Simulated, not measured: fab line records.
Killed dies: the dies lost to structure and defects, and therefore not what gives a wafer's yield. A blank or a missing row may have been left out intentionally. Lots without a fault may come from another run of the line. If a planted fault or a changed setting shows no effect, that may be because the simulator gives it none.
Comparing a struck lot with a sound one ; flow n5_finfet ; 21 out of 1938 route steps
Sound: these wafers, L565.3, L565.4, L565.6. The struck wafers were L568.1, L568.3, L568.4. The cause is named last.
For every step that has rows: the tool of each side, followed by ch and its chambers, followed by its first start. Under that, the readings that differ: sound wafers ; struck wafers ; difference of the means ; sigmas: that difference in standard deviations of wafers without a fault.
alike: readings whose means differ by less than 2 such deviations, and words and numbers that are the same on both sides. not compared: withheld readings, readings that some wafer has no value for, bounds like >300 that may hide the same value, and numbers for which the record gives no deviation and whose values overlap.
Wherever a step has rows on one side only, a row that says differs or no value, or a row with sigmas, the two part there. Non-overlapping numbers with no deviation appear without sigmas and do not part them. A reading missing from all wafers of one side parts the sides only when that side holds two or more wafers.

first, 9 steps without rows for these wafers: N5_FIN_SAQP_EXPOSE_13 (exposes mask FIN CORE, target cd 35.6 nm); N5_FIN_SAQP_PEB_14 (peb time 60 s); N5_FIN_SAQP_DEVELOP_15 (develop time 30 s); N5_FIN_SAQP_DESCUM_21 (chemistry O2, time 7.9 s); N5_FIN_SAQP_ETCH_51 (etches SiARC in CF4, target depth 45.5 nm, time 75.8 s); N5_FIN_SAQP_ETCH_52 (etches SOC in N2/H2, target depth 100 nm, overetch 20 nm, time 150 s); N5_FIN_SAQP_STRIP_53 (strips in N2/H2); N5_FIN_SAQP_HM_OPEN_73 (chemistry CHF3/O2, target SiO2, stops on a-Si, target depth 12 nm, time 16.8 s); N5_FIN_SAQP_STRIP_74 (strips in CHF3/O2).
N5_FIN_SAQP_MANDREL_ETCH_22: etches a-Si in HBr/Cl2, stops on SiNx, target depth 60 nm, bt time 10 s, time 30 s.
  sound on rie_si-02 ch 1,2,3, day 2 18:41; struck on rie_si-04 ch 0,1,3, day 3 14:04
  no value came back on the struck wafers for any of 8 readings (HBr_flow_sccm (sccm), bias_w (W) and others); on the sound wafers HBr_flow_sccm (sccm) reads 149.7 149.5 149.6
reading;sound;struck;difference;sigmas
model.SOC_of_FIN_SAQP_COAT_49.thk_nm (nm);75.85 75.7 75.25;99.85 99.54 99.73;+24.11;
  not compared: rf_hours_counter_h
then, 5 steps without rows for these wafers: N5_FIN_SAQP_STRIP_55 (strips in N2/H2); N5_FIN_SAQP_STRIP_23 (strips in SPM, time 750 s); N5_FIN_SAQP_SRD_66 (time 30 s); N5_FIN_SAQP_RECESS_75 (chemistry HF/NH3, target SiO2, target depth 14.4 nm, afs cycles 3, sublimation time 60 s); N5_FIN_SAQP_SPACER1_ALD_24 (deposits SiO2, target thk 20.3 nm, pulse time 1 s, purge time 2 s).
N5_FIN_SAQP_SPACER1_ETCHBACK_25: etches SiO2 in CHF3/O2, target depth 24.4 nm, time 12.2 s.
  sound on rie_diel-03 ch 0,2,3, day 2 20:22; struck on rie_diel-03 ch 0,3, day 3 16:33
reading;sound;struck;difference;sigmas
oes_product_au (a.u.);0.81 0.92 0.68;0.34 0.30 0.33;-0.48;-6
  alike: drypump_motor_current_A, rf_fwd_power_W, rf_vpp_V, showerhead_plenum_p_Torr, throttle_valve_pct
  not compared: rf_hours_counter_h
then, 1 step without rows for these wafers: N5_FIN_SAQP_MANDREL1_REMOVE_56 (chemistry HBr/Cl2/O2, target a-Si, stops on SiNx, bt time 10 s).
N5_FIN_SAQP_CD_MEAS_27: target cd 20 nm.
  sound on cd_sem-02 ch 0, day 2 20:35; struck on cd_sem-02 ch 0, day 3 16:44
reading;sound;struck;difference;sigmas
cd_nm (nm);20.43 20.27 20.71;- - -;no value on the struck wafers;
then, 1 step without rows for these wafers: N5_FIN_SAQP_ETCH_57 (etches SiNx in CH3F/O2, target depth 32.5 nm, time 46.4 s).
N5_BEOL_M4_RC_MEAS_101:
  the record has rows for the sound wafers here (prober-02 ch 0, day 8 19:25) and none for the struck ones
-- a jump in the record: the struck wafers' starts before and after are 11 days apart (it breaks off in module BEOL_M4 and resumes in module PASSIVATION, where the first step shown is number 1936 of the route) --
N5_PASSIVATION_PROBE_49:
  only the struck wafers here have rows in the record (prober-02, day 14 17:19); the sound ones have none

## WHERE THEY PART
First at N5_FIN_SAQP_MANDREL_ETCH_22; last, within this record, at N5_PASSIVATION_PROBE_49.

WHY: what had been put in by the simulator
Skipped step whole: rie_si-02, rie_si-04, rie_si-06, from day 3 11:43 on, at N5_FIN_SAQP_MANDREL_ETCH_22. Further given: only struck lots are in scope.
